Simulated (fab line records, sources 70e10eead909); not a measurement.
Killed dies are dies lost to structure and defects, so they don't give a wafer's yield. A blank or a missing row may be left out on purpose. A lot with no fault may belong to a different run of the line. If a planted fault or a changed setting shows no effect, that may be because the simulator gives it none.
Comparing a struck lot with a sound one || flow nand harc || 15 out of 1159 route steps
Sound: the wafers L191.1, L191.2, L191.5. Struck: wafer L203.6. (L203.2, L203.5 of the same lot were not struck and are left out.) The cause comes at the end.
Per side, at each step with rows, come the tool, then ch with its chambers, and then its first start. Under that, the readings that differ: sound wafers || struck wafers || difference of the means || sigmas: that difference in standard deviations of wafers without a fault.
alike: a reading whose means differ by less than 2 such deviations, as well as words and numbers matching on both sides. not compared: withheld readings; readings where some wafer has no value; bounds like >300 that might hide an equal value; numbers whose values overlap and for which the record gives no deviation.
The two part at a step that has a row with sigmas, a row that says differs or no value, or rows on one side only. Non-overlapping numbers with no deviation appear without sigmas and do not part them. A reading that every wafer of one side lacks parts them only if that side has two wafers or more.

first, 3 steps without rows for these wafers: NHARC_THIN_TSV_EXPOSE_09 (exposes mask TSV); NHARC_THIN_TSV_PEB_10 (peb time 85 s); NHARC_THIN_TSV_DEVELOP_11 (time 70 s).
NHARC_THIN_TSV_CD_MEAS_12: the cd target is 1000 nm.
  sound on cd sem-01 ch 0, day 19 15:29; struck on cd sem-03 ch 0, day 22 15:20
  alike: cd nm
then, 1 step without rows for these wafers: NHARC_THIN_TSV_HARDBAKE_13 (time 80 s).
NHARC_THIN_TSV_DESCUM_14: chemistry O2, time 3 s.
  sound on rie diel-03 ch 0,1,3, day 19 15:39; struck on rie diel-03 ch 2, day 22 15:31
  alike: drypump motor current A, oes product au, rf vpp V, showerhead plenum p Torr, throttle valve pct
  not compared: rf hours counter h
NHARC_THIN_TSV_ETCH_44: etches the open film in CF4/O2, target depth 1594.2 nm, time 797.1 s.
  sound on rie diel-03 ch 1,3, day 19 15:47; struck on rie diel-03 ch 0, day 22 15:35
  alike: cf4 flow sccm, drypump motor current A, oes product au, rf vpp V, showerhead plenum p Torr, throttle valve pct
  not compared: rf hours counter h
NHARC_THIN_TSV_ETCH_15: target depth 3000 nm, bosch target overetch cycles 2, bosch etch step 2.8 s.
  sound on rie si-04 ch 1,2, day 19 16:18; struck on rie si-04 ch 1, day 22 16:11
  alike: drypump motor current A
  not compared: rf hours counter h
NHARC_THIN_TSV_CD_MEAS_16:
  sound: cd sem-03 at day 19 16:26; struck: cd sem-02 at day 22 16:19
  alike: cd nm
then, 2 steps without rows for these wafers: NHARC_THIN_TSV_STRIP_45 (strips in O2); NHARC_THIN_TSV_STRIP_46 (strips in post etch residue remover, time 1200 s).
NHARC_THIN_TSV_DEP_47: deposits SiO2, target thk 200 nm.
  sound on pecvd-04 ch 0,2, day 19 17:23; struck on pecvd-01 ch 0, day 22 17:18
  alike: throttle valve pct
  not compared: since wet clean h
NHARC_THIN_TSV_ETCHBACK_48: etches the open film in C4F8/Ar, target depth 1028.5 nm, time 405.17 s.
  sound on rie diel-05 ch 1,3, day 19 17:46; struck on rie diel-03 ch 0, day 22 17:46
{"reading": "oes product au (a.u.)", "sound": "0.979 0.944 0.939", "struck": 0.767, "difference": -0.187, "sigmas": -8}
{"reading": "rf vpp V (V)", "sound": "542.4 544.2 544.6", "struck": 548.5, "difference": "+4.8", "sigmas": "+2"}
  not compared: rf hours counter h
NHARC_THIN_TSV_STRIP_62: strips in N2/H2, time 20 s.
  sound on plasma asher-01 ch 0,1, day 19 18:09; struck on plasma asher-01 ch 1, day 22 18:04
  alike: drypump motor current A, heater power w
  not compared: rf hours counter h
NHARC_END_SORT_01:
  here the record holds rows for the struck wafers (prober-02 ch 0, day 23 10:19) but none for the sound ones

WHERE THEY PART
At NHARC_THIN_TSV_ETCHBACK_48 first; at NHARC_END_SORT_01 last (within this record only).

WHY: the cause the simulator had injected
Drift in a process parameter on rie diel-03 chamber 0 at NHARC_THIN_TSV_ETCHBACK_48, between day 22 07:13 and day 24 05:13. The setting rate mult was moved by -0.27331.
